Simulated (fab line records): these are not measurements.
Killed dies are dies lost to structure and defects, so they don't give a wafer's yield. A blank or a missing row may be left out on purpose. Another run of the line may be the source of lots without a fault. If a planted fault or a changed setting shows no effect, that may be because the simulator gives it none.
Comparing a struck lot with a sound one ; flow n5 finfet ; 14 steps out of a route of 1938
Sound: wafers L985.2, L985.4, L985.5. Struck: wafer L102.2; the same lot's L102.4 was not struck, so it is left out; see the end for the cause.
Each step with rows lists, per side, the tool, then ch with its chambers, then its first start. Under that, the readings that differ: sound wafers ; struck wafers ; difference of the means ; sigmas: that difference in standard deviations of wafers without a fault.
alike: words and numbers the same on both sides, and readings whose means are apart by under 2 such deviations; not compared: readings that were withheld, readings missing a value for some wafer, numbers with overlapping values and no deviation given by the record, and bounds like >300 which may hide the same value.
The two part at a step that has a row with sigmas, a row that says differs or no value, or rows on one side only. When numbers do not overlap yet have no deviation, they are printed without sigmas and do not part them. A reading that every wafer of one side lacks parts them only if that side has two wafers or more.

N5_HKMG_FIN_CD_MEAS_12: target cd 92.8 nm.
  sound on cd sem-02 ch 0, day 4 11:01; struck on cd sem-02 ch 0, day 8 16:31
  alike: cd nm
N5_HKMG_FIN_OVL_MEAS_13:
  sound on overlay-01 ch 0, day 4 11:02; struck on overlay-02 ch 0, day 8 16:33
  alike: NWFM_OVL
N5_HKMG_FIN_INSPECT_14: inspects for defects (macro).
  struck on defect inspect-02, day 8 16:35; sound on defect inspect-02, day 4 11:04
  alike: raw defect count
N5_HKMG_FIN_DESCUM_17: chemistry O2, time 7.9 s.
  sound on rie diel-04 ch 1,3, day 4 11:11; struck on rie diel-05 ch 2, day 8 16:37
reading;sound;struck;difference;sigmas
drypump motor current A (A);6.2 6.4 6.5;5.5;-0.9;-2
  alike: oes product au, rf vpp V, showerhead plenum p Torr, throttle valve pct
  not compared: rf hours counter h
N5_HKMG_FIN_ETCH_31: etches SiARC in CF4, target depth 45.5 nm, time 75.8 s.
  sound on rie diel-04 ch 1,3, day 4 11:13; struck on rie diel-05 ch 2, day 8 16:39
reading;sound;struck;difference;sigmas
drypump motor current A (A);6.2 6.4 6.4;5.5;-0.8;-2
  alike: etch rf on time s, oes product au, rf vpp V, showerhead plenum p Torr, throttle valve pct
  not compared: rf hours counter h
then, 2 steps without rows for these wafers: N5_HKMG_FIN_ETCH_32 (etches SOC in N2/H2, target depth 240 nm, time 300 s); N5_HKMG_FIN_STRIP_33 (strips in N2/H2).
N5_HKMG_FIN_STRIP_34: strips in CF4.
  sound on rie diel-04 ch 1,3, day 4 11:28; struck on rie diel-05 ch 2, day 8 16:53
reading;sound;struck;difference;sigmas
drypump motor current A (A);6.2 6.4 6.4;5.5;-0.8;-2
  alike: oes product au, rf vpp V, showerhead plenum p Torr, throttle valve pct
  not compared: rf hours counter h
N5_HKMG_FIN_ETCH_35: etches SOC in N2/H2, target depth 215.8 nm, time 243.4 s.
  sound on rie diel-04 ch 1,3, day 4 11:29; struck on rie diel-05 ch 2, day 8 16:55
reading;sound;struck;difference;sigmas
drypump motor current A (A);6.3 6.5 6.5;5.5;-0.9;-3
  alike: h2 flow sccm, oes product au, rf vpp V, showerhead plenum p Torr, throttle valve pct
  not compared: rf hours counter h
then, 2 steps without rows for these wafers: N5_HKMG_FIN_STRIP_92 (strips SOC in N2/H2, time 20 s); N5_HKMG_FIN_WET_ETCH_18 (etches TiN in SC1, time 55 s, target depth 5.2 nm, rinse time 30 s).
N5_HKMG_FIN_STRIP_19: strips in N2/H2, time 360 s.
  sound on plasma asher-02 ch 1, day 4 11:47; struck on plasma asher-02 ch 1, day 8 17:13
  alike: drypump motor current A, h2 flow sccm, heater power w
  not compared: rf hours counter h
N5_HKMG_FIN_ALD_91: deposits TiN, target thk 1 nm, pulse time 1 s, purge time 3 s.
  sound on ald metal-02 ch 0,1,2, day 4 12:10; struck on ald metal-01 ch 0, day 8 17:35
reading;sound;struck;difference;sigmas
ald cycles;47 47 47;39;-8;
  alike: chamber pressure Torr, heater power w, precursor pulse height rel
then, 1 step without rows for these wafers: N5_HKMG_FIN_COAT_85 (time 60 s, resist thk 300 nm).

== WHERE THEY PART ==
First at N5_HKMG_FIN_DESCUM_17; last, within this record, at N5_HKMG_FIN_ETCH_35. Later steps at which nothing parts them and some readings are alike: N5_HKMG_FIN_STRIP_19, N5_HKMG_FIN_ALD_91.

WHY: whatever the simulator had introduced
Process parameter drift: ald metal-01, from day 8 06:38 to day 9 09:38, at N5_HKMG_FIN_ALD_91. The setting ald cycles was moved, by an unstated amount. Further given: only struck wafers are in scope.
